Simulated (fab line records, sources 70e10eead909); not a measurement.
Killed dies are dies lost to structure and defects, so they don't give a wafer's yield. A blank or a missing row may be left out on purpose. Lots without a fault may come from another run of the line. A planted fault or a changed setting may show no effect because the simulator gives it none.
Chamber matching | flow nand_harc | NHARC_A_CHANNEL_FILL_D2_CMP_10 on cmp-01: 4 sister chambers
The step polishes, target thk 150 nm. 4 wafers are shown with their chamber, then 10 later ones without.

WAFERS WITH THEIR CHAMBER
wafer  | chamber | motor_current_A (A)
L084.6 | 0       | 13.4
L092.3 | 3       | 12.2
L093.1 | 1       | 13.5
L093.2 | 2       | 11.5

WAFERS WITHOUT THEIR CHAMBER
wafer  | motor_current_A (A)
L093.4 | 11.6
L094.1 | 12.5
L094.2 | 13.7
L094.5 | 13.4
L095.3 | 13.2
L095.4 | 11.5
L095.6 | 12.9
L096.1 | 11.3
L096.2 | 13.2
L096.6 | 14.4

WHICH CHAMBER EACH WENT THROUGH
wafer  | from the rows above               | in truth
L093.4 | can't be placed: 2 or 3           | 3
L094.1 | can't be placed: 3 or 0 or 1 or 2 | 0
L094.2 | can't be placed: 1 or 0           | 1
L094.5 | can't be placed: 0 or 1           | 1
L095.3 | can't be placed: 0 or 1           | 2
L095.4 | can't be placed: 2 or 3           | 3
L095.6 | can't be placed: 0 or 1 or 3      | 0
L096.1 | can't be placed: 2 or 3           | 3
L096.2 | can't be placed: 0 or 1           | 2
L096.6 | can't be placed: 1 or 0           | 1
Placed correctly: 0 of 10. Can't be placed from these rows: 10 (the true chamber is among the candidates in 8). Placed wrongly: 0.
How it was worked out, from the rows above alone: a wafer's distance from a chamber is the root of the sum, over the readings, of the square of ((its reading less the chamber's mean) divided by the reading's scatter). The wafer belongs to the nearest chamber; if the next one is less than 2 further off, it can't be placed. A chamber's mean is the mean of its shown wafers. The scatter: with one shown wafer a chamber, the root of the mean of the squares of how far each hidden wafer lies from its nearest shown one.
